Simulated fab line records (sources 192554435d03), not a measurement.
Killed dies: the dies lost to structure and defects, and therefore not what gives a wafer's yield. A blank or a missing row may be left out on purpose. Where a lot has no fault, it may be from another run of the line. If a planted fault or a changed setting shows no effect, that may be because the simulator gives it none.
Lot-split experiment | flow n5 finfet | 39 wafers read from 7 lots, route of 1938 steps

ABOUT THE SPLIT
At N5_HKMG_FIN_ALD_71 (deposits TiN, target thk 1 nm, pulse time 1 s, purge time 3 s), the setting ald cycles was moved away from the recipe's 47 on 15 of the 39 wafers read, by -25.5% to +55.3%. All remaining wafers had this setting at the recipe value.

The reading is taken at the split's own step.

THE READING
TiN_of_HKMG_FIN_ALD_71.thk nm (the simulator's own value, which no gauge read), in nm, at N5_HKMG_FIN_ALD_71 (deposits TiN, target thk 1 nm, pulse time 1 s, purge time 3 s). The file gives no usual value for it.

wafer  | tool, chamber at the split | ald cycles as run | against the recipe | TiN_of_HKMG_FIN_ALD_71.thk nm, nm | against lot-mates on the recipe
L076.1 | ald metal-03, 0,1,2        | 47                | recipe             | 1                                 | -
L076.5 | ald metal-03, 0,1,2        | 47                | recipe             | 1                                 | -
L076.6 | ald metal-03, 0,1,2        | 47                | recipe             | 1                                 | -
L076.2 | ald metal-03, 3,1,2        | 73                | +55.3%             | 1.6                               | +0.6
L076.3 | ald metal-03, 3,1,2        | 73                | +55.3%             | 1.6                               | +0.6
L076.4 | ald metal-03, 3,1,2        | 73                | +55.3%             | 1.6                               | +0.6
L079.1 | ald metal-01, 3,1,0        | 59                | +25.5%             | 1.2                               | +0.2
L079.4 | ald metal-01, 3,1,0        | 59                | +25.5%             | 1.2                               | +0.2
L079.5 | ald metal-01, 3,1,0        | 59                | +25.5%             | 1.2                               | +0.2
L079.2 | ald metal-01, 0,2,3        | 47                | recipe             | 1                                 | -
L079.3 | ald metal-01, 0,2,3        | 47                | recipe             | 1                                 | -
L079.6 | ald metal-01, 0,2,3        | 47                | recipe             | 1                                 | -
L080.1 | ald metal-03, 3,1,2        | 64                | +36.2%             | 1.4                               | +0.4
L080.2 | ald metal-03, 3,1,2        | 64                | +36.2%             | 1.4                               | +0.4
L080.5 | ald metal-03, 3,1,2        | 64                | +36.2%             | 1.4                               | +0.4
L080.3 | ald metal-03, 2,0,3        | 47                | recipe             | 1                                 | -
L080.4 | ald metal-03, 2,0,3        | 47                | recipe             | 1                                 | -
L080.6 | ald metal-03, 2,0,3        | 47                | recipe             | 1                                 | -
L082.1 | ald metal-01, 3,2,0,1,0,1  | 47                | recipe             | 1                                 | -
L082.2 | ald metal-01, 3,2,0,1,0,1  | 47                | recipe             | 1                                 | -
L082.3 | ald metal-01, 3,2,0,1,0,1  | 47                | recipe             | 1                                 | -
L082.4 | ald metal-01, 3,2,0,1,0,1  | 47                | recipe             | 1                                 | -
L082.5 | ald metal-01, 3,2,0,1,0,1  | 47                | recipe             | 1                                 | -
L082.6 | ald metal-01, 3,2,0,1,0,1  | 47                | recipe             | 1                                 | -
L084.1 | ald metal-03, 2,2,1        | 47                | recipe             | 1                                 | -
L084.5 | ald metal-03, 2,2,1        | 47                | recipe             | 1                                 | -
L084.6 | ald metal-03, 2,2,1        | 47                | recipe             | 1                                 | -
L086.1 | ald metal-04, 3,2,1        | 47                | recipe             | 1                                 | -
L086.5 | ald metal-04, 3,2,1        | 47                | recipe             | 1                                 | -
L086.6 | ald metal-04, 3,2,1        | 47                | recipe             | 1                                 | -
L086.2 | ald metal-04, 1,2,3        | 35                | -25.5%             | 0.8                               | -0.2
L086.3 | ald metal-04, 1,2,3        | 35                | -25.5%             | 0.8                               | -0.2
L086.4 | ald metal-04, 1,2,3        | 35                | -25.5%             | 0.8                               | -0.2
L092.1 | ald metal-03, 0,2,2        | 57                | +21.3%             | 1.2                               | +0.2
L092.3 | ald metal-03, 0,2,2        | 57                | +21.3%             | 1.2                               | +0.2
L092.6 | ald metal-03, 0,2,2        | 57                | +21.3%             | 1.2                               | +0.2
L092.2 | ald metal-03, 1,0,1        | 47                | recipe             | 1                                 | -
L092.4 | ald metal-03, 1,0,1        | 47                | recipe             | 1                                 | -
L092.5 | ald metal-03, 1,0,1        | 47                | recipe             | 1                                 | -
When a row names more than one chamber, that row covers several wafers, and the file does not tell which wafer ran in which chamber.

THE FIT
A straight line over all 39 wafers: TiN_of_HKMG_FIN_ALD_71.thk nm changes by +0.01 nm for each +1% of ald cycles; r = +0.99; the points scatter about the line by 0.028 nm.
The same after taking each lot's own level away (the mean of its wafers on the recipe; 39 wafers): +0.01 nm for each +1%; r = +0.99; scatter 0.028 nm.
Per that fit: largest ald cycles move, reading shift of 0.56 nm.
The lots' own levels span 1.00 to 1.00 nm.
The two slopes are in agreement: the lot-to-lot level therefore moves the slope only a little.
Check: +0.553 nm against its lot-mates is what the line predicts for one of the wafers moved furthest among these (+55.3%) when that wafer is left out of the fit. Against them it came out at +0.6 nm.

THE OTHER SPLITS THESE WAFERS WENT THROUGH
These wafers also went through other splits before the reading. Each is held against what the fit with the lots' levels taken away leaves over:
other split on the same wafers       | wafers away from the commonest value | r with TiN_of_HKMG_FIN_ALD_71.thk nm (lot level and that fit taken away)
N5_ZERO_LAYER_ETCH_18 target depth a | 12                                   | +0.06

THE FILE'S OWN FIT
TiN_of_HKMG_FIN_ALD_71.thk nm changes by +0.0101 nm for each +1% of ald cycles, r = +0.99.
